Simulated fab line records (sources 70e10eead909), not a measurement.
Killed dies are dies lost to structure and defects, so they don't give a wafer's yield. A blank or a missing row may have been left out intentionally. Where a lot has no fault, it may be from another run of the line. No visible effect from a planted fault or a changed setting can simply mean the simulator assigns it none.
A lot that was struck, set against a sound lot + flow nand-harc + 21 steps out of a route of 1302
Sound: these wafers, L577.1, L577.5, L577.6. Wafers L585.2, L585.3, L585.4 were the ones struck. The cause is given at the end.
At each step with rows: each side's tool, then ch and its chambers, then its first start. Under that, the readings that differ: sound wafers + struck wafers + difference of the means + sigmas: that difference in standard deviations of wafers without a fault.
alike: readings with means less than 2 such deviations apart, plus words and numbers identical on both sides. not compared: withheld readings, readings lacking a value on some wafer, bounds such as >300 that could conceal the same value, and numbers that have no deviation in the record and whose values overlap.
The two part at a step that has a row with sigmas, a row that says differs or no value, or rows on one side only. Numbers that have no deviation but don't overlap get no sigmas and don't part them. Lack of a reading on every wafer of one side parts them only where that side has two or more wafers.

first, 5 steps without rows for these wafers: NHARC_P_GATE_STRIP_15 (strips in SPM, time 780 s); NHARC_P_GATE_PRECLEAN_71 (cleans in SC1); NHARC_P_GATE_SRD_72; NHARC_P_GATE_OXIDE_16 (material SiO2, target thk 3 nm, ox time 392 s); NHARC_P_GATE_CVD_17 (deposits poly-Si, target thk 150 nm, time 900 s).
NHARC_P_GATE_HM_DEP_102: deposits aC, target thk 120 nm.
  sound on acl-dep-01 ch 0, day 7 12:35; struck on acl-dep-03 ch 0, day 11 03:06
  alike: throttle-valve-pct
NHARC_P_GATE_DEP_103: deposits SiON, target thk 30 nm.
  sound on pecvd-02 ch 0,2, day 7 13:17; struck on pecvd-02 ch 0,1,2, day 11 03:41
  alike: heater-power-outer-w, heater-power-w
then, 5 steps without rows for these wafers: NHARC_P_GATE_DEHYDRATE_18 (time 120 s); NHARC_P_GATE_HMDS_19 (time 30 s); NHARC_P_GATE_COAT_20 (resist thk 90 nm); NHARC_P_GATE_SOFTBAKE_21 (time 55 s); NHARC_P_GATE_EBR_22.
NHARC_P_GATE_EXPOSE_23: exposes mask P GATE, target cd 120 nm.
  sound on arfi-scanner-02 ch 0, day 7 13:47; struck on arfi-scanner-03 ch 0, day 11 04:14
| reading | sound                      | struck                              | difference | sigmas |
|---------|----------------------------|-------------------------------------|------------|--------|
| mask    | P_GATE#0 P_GATE#0 P_GATE#0 | P_GATE_R1#0 P_GATE_R1#0 P_GATE_R1#0 | differs    |        |
then, 2 steps without rows for these wafers: NHARC_P_GATE_PEB_24 (peb time 65 s); NHARC_P_GATE_DEVELOP_25 (develop time 35 s).
NHARC_P_GATE_CD_MEAS_26 targets a cd of 120 nm.
  sound on cd-sem-02 ch 0, day 7 13:56; struck on cd-sem-02 ch 0, day 11 04:22
| reading    | sound             | struck            | difference | sigmas |
|------------|-------------------|-------------------|------------|--------|
| cd-nm (nm) | 119.4 119.7 117.8 | 117.5 117.1 117.3 | -1.7       | -2     |
NHARC_P_GATE_OVL_MEAS_27:
  sound on overlay-01 at day 7 14:01; struck on overlay-01 at day 11 04:28
  alike: overlay-x-nm, overlay-y-nm
NHARC_P_GATE_INSPECT_28:
  sound on defect-inspect-02 at day 7 14:04; struck on defect-inspect-01 at day 11 04:31
  alike: raw-defect-count
NHARC_P_GATE_DESCUM_31: chemistry O2, time 3 s.
  sound on rie-diel-05 ch 0,2,3, day 7 14:08; struck on rie-diel-05 ch 0,2,3, day 11 04:35
  alike: drypump-motor-current-A, oes-product-au, rf-vpp-V, showerhead-plenum-p-Torr, throttle-valve-pct
  not compared: rf-hours-counter-h, model.P_GATE.cd-nm
NHARC_P_GATE_ETCH_104: etches the open film in CF4/CHF3, target depth 60 nm.
  sound on rie-diel-05 ch 0,1,3, day 7 14:13; struck on rie-diel-05 ch 1,2,3, day 11 04:39
  alike: bias-w, drypump-motor-current-A, oes-product-au, rf-vpp-V, showerhead-plenum-p-Torr, throttle-valve-pct
  not compared: model.P_GATE.cd-nm
NHARC_P_GATE_HM_OPEN_105: chemistry O2/COS, target depth 360 nm.
  sound: rie-diel-05 ch 2,3; struck: rie-diel-05 ch 0,1,3
  alike: bias-w, cos-flow-sccm, drypump-motor-current-A, oes-product-au, rf-vpp-V, showerhead-plenum-p-Torr, throttle-valve-pct
  not compared: rf-hours-counter-h

## WHERE THEY PART
At NHARC_P_GATE_EXPOSE_23 first; at NHARC_P_GATE_CD_MEAS_26 last (within this record only). Later steps at which nothing parts them and some readings are alike: NHARC_P_GATE_OVL_MEAS_27, NHARC_P_GATE_INSPECT_28, NHARC_P_GATE_DESCUM_31, NHARC_P_GATE_ETCH_104, NHARC_P_GATE_HM_OPEN_105.

WHY: what the simulator had put in
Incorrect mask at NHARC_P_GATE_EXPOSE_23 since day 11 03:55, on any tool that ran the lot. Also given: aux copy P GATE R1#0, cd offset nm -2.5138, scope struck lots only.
